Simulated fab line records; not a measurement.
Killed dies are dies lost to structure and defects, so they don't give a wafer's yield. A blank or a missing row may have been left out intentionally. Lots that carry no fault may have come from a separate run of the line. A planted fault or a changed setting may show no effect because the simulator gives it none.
Which tool was responsible? / flow n5Finfet / Sampling: 9 lots, 27 wafers, 4 of 1938 route steps

WHAT THE GAUGES READ, wafer by wafer
N5_BEOL_M4_RC_MEAS_101. Usual: DIBL_N 36.4 mV/V, standard deviation 1.3; DIBL_P 36.5 mV/V, standard deviation 1.7; IOFF_N 0.154 nA/um, standard deviation 0.022; IOFF_P 0.202 nA/um, standard deviation 0.025; ION_N 671 uA/um, standard deviation 9.8; ION_P 460 uA/um, standard deviation 6.8; SS_N 71.6 mV/dec, standard deviation 0.54; SS_P 73.4 mV/dec, standard deviation 0.58; VT_N 250.9 mV, standard deviation 2.8; VT_P -251.4 mV, standard deviation 2.7.
lot=L836; measured=day 8 04:26; on=prober-02; DIBL_N (mV/V)=37.2 34.8 37.4; DIBL_P (mV/V)=35.9 33.7 36.4; IOFF_N (nA/um)=0.159 0.124 0.168; IOFF_P (nA/um)=0.181 0.161 0.194; ION_N (uA/um)=682 668 674; ION_P (uA/um)=449 458 452; SS_N (mV/dec)=73.0 71.3 72.1; SS_P (mV/dec)=73.1 73.1 72.9; VT_N (mV)=252.0 255.4 250.2; VT_P (mV)=-252.2 -252.7 -252.2; flag=
lot=L839; measured=day 8 10:06; on=prober-02; DIBL_N (mV/V)=36.4 38.7 38.6; DIBL_P (mV/V)=36.5 38.8 38.8; IOFF_N (nA/um)=0.135 0.172 0.176; IOFF_P (nA/um)=0.171 0.203 0.202; ION_N (uA/um)=662 678 676; ION_P (uA/um)=448 453 450; SS_N (mV/dec)=70.7 71.6 71.8; SS_P (mV/dec)=72.7 74.2 73.7; VT_N (mV)=251.5 247.7 247.2; VT_P (mV)=-255.8 -253.6 -253.1; flag=
lot=L843; measured=day 10 06:40; on=prober-02; DIBL_N (mV/V)=36.6 35.6 35.2; DIBL_P (mV/V)=37.3 35.2 35.7; IOFF_N (nA/um)=0.159 0.135 0.135; IOFF_P (nA/um)=0.232 0.194 0.200; ION_N (uA/um)=669 664 669; ION_P (uA/um)=466 461 471; SS_N (mV/dec)=71.8 71.9 70.7; SS_P (mV/dec)=74.1 73.4 73.5; VT_N (mV)=250.7 253.0 251.4; VT_P (mV)=-248.4 -250.1 -249.6; flag=
lot=L844; measured=day 10 08:23; on=prober-01; DIBL_N (mV/V)=36.8 34.7 35.9; DIBL_P (mV/V)=37.6 35.0 36.6; IOFF_N (nA/um)=0.163 0.129 0.149; IOFF_P (nA/um)=0.205 0.174 0.195; ION_N (uA/um)=674 655 672; ION_P (uA/um)=460 453 467; SS_N (mV/dec)=71.6 71.5 71.7; SS_P (mV/dec)=73.1 73.2 73.2; VT_N (mV)=249.0 253.7 250.0; VT_P (mV)=-249.7 -253.0 -250.1; flag=
lot=L846; measured=day 10 12:19; on=prober-02; DIBL_N (mV/V)=36.7 35.6 36.3; DIBL_P (mV/V)=37.2 36.0 37.2; IOFF_N (nA/um)=0.154 0.136 0.152; IOFF_P (nA/um)=0.200 0.178 0.200; ION_N (uA/um)=664 664 668; ION_P (uA/um)=453 461 459; SS_N (mV/dec)=71.4 71.0 71.6; SS_P (mV/dec)=73.1 73.7 73.6; VT_N (mV)=250.5 254.1 250.8; VT_P (mV)=-254.0 -253.2 -250.2; flag=
lot=L851; measured=day 12 01:38; on=prober-01; DIBL_N (mV/V)=33.6 34.6 35.3; DIBL_P (mV/V)=33.9 35.4 36.2; IOFF_N (nA/um)=0.125 0.136 0.144; IOFF_P (nA/um)=0.181 0.197 0.205; ION_N (uA/um)=662 671 667; ION_P (uA/um)=457 463 457; SS_N (mV/dec)=70.7 71.0 71.8; SS_P (mV/dec)=72.4 73.3 73.4; VT_N (mV)=255.2 252.1 253.1; VT_P (mV)=-250.4 -249.0 -250.7; flag=
lot=L852; measured=day 12 04:25; on=prober-01; DIBL_N (mV/V)=34.8 35.5 36.8; DIBL_P (mV/V)=34.5 35.5 36.3; IOFF_N (nA/um)=0.125 0.136 0.145; IOFF_P (nA/um)=0.172 0.194 0.209; ION_N (uA/um)=655 660 659; ION_P (uA/um)=449 458 458; SS_N (mV/dec)=71.9 71.4 71.2; SS_P (mV/dec)=72.9 73.9 73.0; VT_N (mV)=256.1 254.0 250.3; VT_P (mV)=-255.7 -254.8 -253.4; flag=
lot=L854; measured=day 12 18:36; on=prober-01; DIBL_N (mV/V)=35.8 38.0 36.2; DIBL_P (mV/V)=35.5 37.1 35.9; IOFF_N (nA/um)=0.135 0.161 0.139; IOFF_P (nA/um)=0.225 0.260 0.243; ION_N (uA/um)=662 656 655; ION_P (uA/um)=466 461 458; SS_N (mV/dec)=70.9 72.7 71.7; SS_P (mV/dec)=73.0 73.9 73.3; VT_N (mV)=253.4 249.9 252.5; VT_P (mV)=-250.0 -247.8 -245.9; flag=
lot=L857; measured=day 13 22:59; on=prober-01; DIBL_N (mV/V)=34.7 35.0 35.2; DIBL_P (mV/V)=34.7 35.3 36.0; IOFF_N (nA/um)=0.130 0.134 0.145; IOFF_P (nA/um)=0.191 0.199 0.215; ION_N (uA/um)=662 679 672; ION_P (uA/um)=459 466 464; SS_N (mV/dec)=71.6 70.6 71.2; SS_P (mV/dec)=72.5 72.7 72.4; VT_N (mV)=253.3 251.0 250.8; VT_P (mV)=-251.2 -248.1 -249.1; flag=

N5_PASSIVATION_CD_MEAS_44: target cd 40000 nm. Usual: cdNm reads 40000 nm (standard deviation 2.5).
lot=L836; measured=day 12 05:19; on=cdSem-01; cdNm (nm)=40002 40001 39997; flag=
lot=L839; measured=day 12 11:16; on=cdSem-03; cdNm (nm)=40004 39999 40004; flag=
lot=L843; measured=day 14 14:28; on=cdSem-03; cdNm (nm)=40001 40002; flag=
lot=L844; measured=day 14 09:21; on=cdSem-03; cdNm (nm)=40000 39997 40000; flag=
lot=L846; measured=day 14 21:25; on=cdSem-01; cdNm (nm)=39999 40004; flag=
lot=L851; measured=day 16 00:27; on=cdSem-03; cdNm (nm)=39993 39998 39998; flag=
lot=L852; measured=day 16 19:07; on=cdSem-03; cdNm (nm)=40000 40002 40002; flag=
lot=L854; measured=day 17 00:11; on=cdSem-02; cdNm (nm)=40001 39999 39996; flag=
lot=L857; measured=day 18 11:14; on=cdSem-01; cdNm (nm)=39997 40002 39999; flag=

EACH LOT AND THE TOOL THAT RAN IT (in order: tool; ch and the chambers of the sampled wafers; start)
lot=L836; N5_PASSIVATION_ETCH_15=rieDiel-04 ch 0,3, day 12 02:22; N5_PASSIVATION_ETCH_59=rieMetal-02 ch 1, day 12 04:02
lot=L839; N5_PASSIVATION_ETCH_15=rieDiel-01 ch 2,3, day 12 08:24; N5_PASSIVATION_ETCH_59=rieMetal-01 ch 0,1, day 12 10:01
lot=L843; N5_PASSIVATION_ETCH_15=rieDiel-01 ch 0,3, day 14 10:56; N5_PASSIVATION_ETCH_59=rieMetal-03 ch 0,1, day 14 13:04
lot=L844; N5_PASSIVATION_ETCH_15=rieDiel-01 ch 0,1, day 14 04:22; N5_PASSIVATION_ETCH_59=rieMetal-02 ch 1, day 14 07:53
lot=L846; N5_PASSIVATION_ETCH_15=rieDiel-01 ch 0,1,3, day 14 17:20; N5_PASSIVATION_ETCH_59=rieMetal-02 ch 1, day 14 19:58
lot=L851; N5_PASSIVATION_ETCH_15=rieDiel-03 ch 0,1,3, day 15 21:14; N5_PASSIVATION_ETCH_59=rieMetal-01 ch 0,1, day 15 23:11
lot=L852; N5_PASSIVATION_ETCH_15=rieDiel-03 ch 0,1,2, day 16 15:43; N5_PASSIVATION_ETCH_59=rieMetal-01 ch 0,1, day 16 17:57
lot=L854; N5_PASSIVATION_ETCH_15=rieDiel-04 ch 0,2, day 16 20:50; N5_PASSIVATION_ETCH_59=rieMetal-02 ch 0,1, day 16 23:01
lot=L857; N5_PASSIVATION_ETCH_15=rieDiel-01 ch 0,1,3, day 18 06:54; N5_PASSIVATION_ETCH_59=rieMetal-03 ch 0,1, day 18 10:00
- N5_PASSIVATION_ETCH_15: etches SiCN in CF4/N2, target depth 75 nm, time 81.2 s.
- N5_PASSIVATION_ETCH_59: etches TaN in Cl2/BCl3, target depth 65 nm, time 34.9 s.

WHAT THE TOOLS THEMSELVES READ (means of the sampled wafers that have a number; where no wafer has one, the mark that the record gives instead)
N5_PASSIVATION_ETCH_15. Usual: drypumpMotorCurrentA 5.7 A, standard deviation 0.42; oesProductAu 0.83 a.u., standard deviation 0.067; rfVppV 382.8 V, standard deviation 2.1; showerheadPlenumPTorr 2.23 Torr, standard deviation 0.079; throttleValvePct 15.34 %, standard deviation 0.18.
lot=L836; tool=rieDiel-04; drypumpMotorCurrentA (A)=6.0; oesProductAu (a.u.)=0.87; rfVppV (V)=382.4; showerheadPlenumPTorr (Torr)=2.21; throttleValvePct (%)=15.36; flag=
lot=L839; tool=rieDiel-01; drypumpMotorCurrentA (A)=5.5; oesProductAu (a.u.)=0.89; rfVppV (V)=382.7; showerheadPlenumPTorr (Torr)=2.19; throttleValvePct (%)=15.27; flag=
lot=L843; tool=rieDiel-01; drypumpMotorCurrentA (A)=5.3; oesProductAu (a.u.)=0.81; rfVppV (V)=383.0; showerheadPlenumPTorr (Torr)=2.25; throttleValvePct (%)=15.43; flag=
lot=L844; tool=rieDiel-01; drypumpMotorCurrentA (A)=5.6; oesProductAu (a.u.)=0.81; rfVppV (V)=385.0; showerheadPlenumPTorr (Torr)=2.32; throttleValvePct (%)=15.17; flag=
lot=L846; tool=rieDiel-01; drypumpMotorCurrentA (A)=5.5; oesProductAu (a.u.)=0.81; rfVppV (V)=384.5; showerheadPlenumPTorr (Torr)=2.28; throttleValvePct (%)=15.30; flag=
lot=L851; tool=rieDiel-03; drypumpMotorCurrentA (A)=5.3; oesProductAu (a.u.)=0.82; rfVppV (V)=384.1; showerheadPlenumPTorr (Torr)=2.23; throttleValvePct (%)=15.48; flag=
lot=L852; tool=rieDiel-03; drypumpMotorCurrentA (A)=5.5; oesProductAu (a.u.)=0.80; rfVppV (V)=384.5; showerheadPlenumPTorr (Torr)=2.29; throttleValvePct (%)=15.52; flag=
lot=L854; tool=rieDiel-04; drypumpMotorCurrentA (A)=5.8; oesProductAu (a.u.)=0.87; rfVppV (V)=382.9; showerheadPlenumPTorr (Torr)=2.25; throttleValvePct (%)=15.31; flag=
lot=L857; tool=rieDiel-01; drypumpMotorCurrentA (A)=5.5; oesProductAu (a.u.)=0.79; rfVppV (V)=383.9; showerheadPlenumPTorr (Torr)=2.27; throttleValvePct (%)=15.36; flag=

N5_PASSIVATION_ETCH_59. Usual: drypumpMotorCurrentA 5.6 A, standard deviation 0.43; oesProductAu 0.79 a.u., standard deviation 0.076; throttleValvePct 21.15 %, standard deviation 0.19.
lot=L836; tool=rieMetal-02; drypumpMotorCurrentA (A)=6.0; oesProductAu (a.u.)=0.85; throttleValvePct (%)=21.25; flag=
lot=L839; tool=rieMetal-01; drypumpMotorCurrentA (A)=5.6; oesProductAu (a.u.)=0.81; throttleValvePct (%)=21.11; flag=
lot=L843; tool=rieMetal-03; drypumpMotorCurrentA (A)=5.6; oesProductAu (a.u.)=0.78; throttleValvePct (%)=20.91; flag=
lot=L844; tool=rieMetal-02; drypumpMotorCurrentA (A)=6.0; oesProductAu (a.u.)=0.83; throttleValvePct (%)=21.25; flag=
lot=L846; tool=rieMetal-02; drypumpMotorCurrentA (A)=6.0; oesProductAu (a.u.)=0.82; throttleValvePct (%)=21.27; flag=
lot=L851; tool=rieMetal-01; drypumpMotorCurrentA (A)=5.8; oesProductAu (a.u.)=0.77; throttleValvePct (%)=21.22; flag=
lot=L852; tool=rieMetal-01; drypumpMotorCurrentA (A)=5.6; oesProductAu (a.u.)=0.78; throttleValvePct (%)=21.13; flag=
lot=L854; tool=rieMetal-02; drypumpMotorCurrentA (A)=5.6; oesProductAu (a.u.)=0.84; throttleValvePct (%)=21.17; flag=
lot=L857; tool=rieMetal-03; drypumpMotorCurrentA (A)=5.5; oesProductAu (a.u.)=0.77; throttleValvePct (%)=20.82; flag=

THE ANSWER, worked out from the rows above alone
Rule: take the mean of a lot's wafers that have a number; if it is more than 3 standard deviations from the usual mean, the lot is off. A lot without any number at a reading at which 4 lots or more have one is off too. Any other lot the step has rows for is counted as sound. After the gauges, taken in route order, come the tools' own readings; for these a lot's mean is taken, as printed above. At the first step where some lot is off, the reading lying furthest off is the one used; lots without a number count as furthest.
None of the lots is off at any reading shown; this tells nothing.

WHAT HAD BEEN PUT IN BY THE SIMULATOR
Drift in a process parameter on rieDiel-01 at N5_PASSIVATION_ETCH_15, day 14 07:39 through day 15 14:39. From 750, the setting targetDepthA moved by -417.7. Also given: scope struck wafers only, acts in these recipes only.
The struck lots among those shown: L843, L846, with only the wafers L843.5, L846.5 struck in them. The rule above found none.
